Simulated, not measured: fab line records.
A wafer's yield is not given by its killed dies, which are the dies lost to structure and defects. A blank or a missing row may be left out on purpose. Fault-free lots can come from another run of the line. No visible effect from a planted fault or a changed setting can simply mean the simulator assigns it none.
Split-lot trial + flow n5-finfet + 7 lots, 39 wafers read, on a route of 1938 steps

## THE SPLIT
At N5_BEOL_M6_TRENCH_ETCH_37 (etches SiCOH lowk in C4F6/O2, target depth 94.435 nm, time 31.5 s), the setting time-s was moved away from the recipe's 31.5 s on 15 of the 39 wafers read, by -40.8% to +19.2%. For the rest of the wafers, this setting stayed at what the recipe calls for.

## FROM THE SPLIT TO THE READING: what the file shows between them, 11 steps
- N5_BEOL_M6_ETCH_41: etches SiCN in CH3F/O2, target depth 29.7 nm, time 52 s
- N5_BEOL_M6_STRIP_80: strips in N2/H2, time 10 s
- N5_BEOL_M6_OCD_MEAS_38
- N5_BEOL_M6_HM_STRIP_39: strips TiN in peroxide tin strip, target depth 25 nm, time 158 s
- N5_BEOL_M6_SRD_40: time 30 s
- N5_BEOL_M6_ECD_50: material Cu, target thk 300 nm
- N5_BEOL_M6_ANNEAL_51: time 90 s
- N5_BEOL_M6_CMP_52: polishes, stops on SiCOH lowk, t overpolish 6.9 s, target thk 80 nm
- N5_BEOL_M6_THK_MEAS_53: measures by xrf
- N5_BEOL_M6_PRE_CLEAN_55: time 15 s
- N5_BEOL_M6_DEP_56: deposits SiCN from 3MS/NH3, target thk 10 nm, time 17.5 s

## THE READING
At N5_BEOL_M6_RS_MEAS_57, a four-point-probe measurement gives M6_RS in ohm/sq. A value of 0.288 ohm/sq with a standard deviation of 0.0082 ohm/sq is what fault-free wafers of this fab line usually give.

| wafer  | tool, chamber at the split | time-s as run, s | against the recipe | M6_RS, ohm/sq | against lot-mates on the recipe |
|--------|----------------------------|------------------|--------------------|---------------|---------------------------------|
| L074.1 | rie-diel-05, 0             | 31.5             | recipe             | 0.276         | -                               |
| L074.2 | rie-diel-05, 1             | 31.5             | recipe             | 0.282         | -                               |
| L074.3 | rie-diel-05, 2             | 31.5             | recipe             | 0.292         | -                               |
| L074.4 | rie-diel-05, 3             | 31.5             | recipe             | 0.293         | -                               |
| L074.5 | rie-diel-05, 2             | 31.5             | recipe             | 0.280         | -                               |
| L074.6 | rie-diel-05, 3             | 31.5             | recipe             | 0.303         | -                               |
| L081.1 | rie-diel-02, 3             | 23.68            | -24.8%             | 0.478         | +0.175                          |
| L081.2 | rie-diel-02, 1             | 23.68            | -24.8%             | 0.430         | +0.127                          |
| L081.3 | rie-diel-02, 0             | 23.68            | -24.8%             | 0.453         | +0.150                          |
| L081.4 | rie-diel-02, 2             | 31.5             | recipe             | 0.298         | -                               |
| L081.5 | rie-diel-02, 2             | 31.5             | recipe             | 0.307         | -                               |
| L081.6 | rie-diel-02, 3             | 31.5             | recipe             | 0.305         | -                               |
| L084.1 | rie-diel-02, 0             | 31.5             | recipe             | 0.284         | -                               |
| L084.2 | rie-diel-02, 3             | 25.83            | -18.0%             | 0.391         | +0.105                          |
| L084.3 | rie-diel-02, 2             | 31.5             | recipe             | 0.292         | -                               |
| L084.4 | rie-diel-02, 1             | 25.83            | -18.0%             | 0.359         | +0.073                          |
| L084.5 | rie-diel-02, 0             | 25.83            | -18.0%             | 0.365         | +0.079                          |
| L084.6 | rie-diel-02, 3             | 31.5             | recipe             | 0.282         | -                               |
| L085.1 | rie-diel-06, 3             | 31.5             | recipe             | 0.277         | -                               |
| L085.2 | rie-diel-06, 1             | 18.66            | -40.8%             | 0.655         | +0.371                          |
| L085.3 | rie-diel-06, 2             | 31.5             | recipe             | 0.289         | -                               |
| L085.4 | rie-diel-06, 1             | 31.5             | recipe             | 0.285         | -                               |
| L085.5 | rie-diel-06, 3             | 18.66            | -40.8%             | 0.642         | +0.358                          |
| L085.6 | rie-diel-06, 2             | 18.66            | -40.8%             | 0.665         | +0.381                          |
| L090.1 | rie-diel-05, 2             | 31.5             | recipe             | 0.286         | -                               |
| L090.3 | rie-diel-05, 0             | 31.5             | recipe             | 0.278         | -                               |
| L090.5 | rie-diel-05, 0             | 31.5             | recipe             | 0.275         | -                               |
| L095.1 | rie-diel-05, 2             | 37.56            | +19.2%             | 0.223         | -0.066                          |
| L095.2 | rie-diel-05, 3             | 37.56            | +19.2%             | 0.235         | -0.054                          |
| L095.3 | rie-diel-05, 0             | 31.5             | recipe             | 0.285         | -                               |
| L095.4 | rie-diel-05, 1             | 37.56            | +19.2%             | 0.227         | -0.062                          |
| L095.5 | rie-diel-05, 2             | 31.5             | recipe             | 0.286         | -                               |
| L095.6 | rie-diel-05, 3             | 31.5             | recipe             | 0.295         | -                               |
| L096.1 | rie-diel-05, 1             | 24.48            | -22.3%             | 0.409         | +0.130                          |
| L096.2 | rie-diel-05, 3             | 24.48            | -22.3%             | 0.418         | +0.139                          |
| L096.3 | rie-diel-05, 2             | 31.5             | recipe             | 0.285         | -                               |
| L096.4 | rie-diel-05, 0             | 31.5             | recipe             | 0.276         | -                               |
| L096.5 | rie-diel-05, 0             | 24.48            | -22.3%             | 0.398         | +0.119                          |
| L096.6 | rie-diel-05, 1             | 31.5             | recipe             | 0.275         | -                               |

FIT RESULTS
A straight line over all 39 wafers: M6_RS changes by -0.00689 ohm/sq for each +1% of time-s; r = -0.95; the points scatter about the line by 0.036 ohm/sq.
The same after taking each lot's own level away (the mean of its wafers on the recipe; 39 wafers): -0.00689 ohm/sq for each +1%; r = -0.95; scatter 0.036 ohm/sq.
That fit puts the effect of the largest move of time-s on the reading at 0.28 ohm/sq.
Measured against the standard deviation above, the lots' own levels, which go from 0.2787 to 0.3033 ohm/sq, span 3.0 times it.
The two slopes are in agreement: the lot-to-lot level therefore moves the slope only a little.
Check: for one of the wafers moved furthest among these (-40.8%), held out of the fit, the line's prediction against its lot-mates is +0.271 ohm/sq. It came out at +0.371 ohm/sq against them.

## THE WHOLE CHAIN: every reading that the file lists as answering this split, in the file's order
| step                      | what it does                                                        | reading                                                                          | change (the file's fit)                | r (the file's) |
|---------------------------|---------------------------------------------------------------------|----------------------------------------------------------------------------------|----------------------------------------|----------------|
| N5_BEOL_M6_TRENCH_ETCH_37 | etches SiCOH lowk in C4F6/O2, target depth 94.435 nm, time 31.5 s   | etch.depth-nm (the simulator's own value, which no gauge read)                   | +0.932 nm for each +1% of the setting  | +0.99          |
| N5_BEOL_M6_TRENCH_ETCH_37 | etches SiCOH lowk in C4F6/O2, target depth 94.435 nm, time 31.5 s   | BEOL_M6.feature-depth-nm (the simulator's own value, which no gauge read)        | +0.933 nm for each +1% of the setting  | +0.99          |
| N5_BEOL_M6_TRENCH_ETCH_37 | etches SiCOH lowk in C4F6/O2, target depth 94.435 nm, time 31.5 s   | TiN_of_BEOL_M6_HM_DEP_02.thk-nm (the simulator's own value, which no gauge read) | -0.0266 nm for each +1% of the setting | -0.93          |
| N5_BEOL_M6_OCD_MEAS_38    |                                                                     | trench-depth-nm                                                                  | +0.932 nm for each +1% of the setting  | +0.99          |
| N5_BEOL_M6_CMP_52         | polishes, stops on SiCOH lowk, t overpolish 6.9 s, target thk 80 nm | Cu_of_BEOL_M6_ECD_50.thk-nm (the simulator's own value, which no gauge read)     | +0.946 nm for each +1% of the setting  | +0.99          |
| N5_BEOL_M6_THK_MEAS_53    | measures by xrf                                                     | M6_THK                                                                           | +0.936 for each +1% of the setting     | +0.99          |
| N5_BEOL_M6_RS_MEAS_57     | measures by four-point-probe                                        | M6_RS                                                                            | -0.00704 for each +1% of the setting   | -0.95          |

## THE FILE'S OWN FIT
M6_RS changes by -0.00704 ohm/sq for each +1% of time-s, r = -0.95.
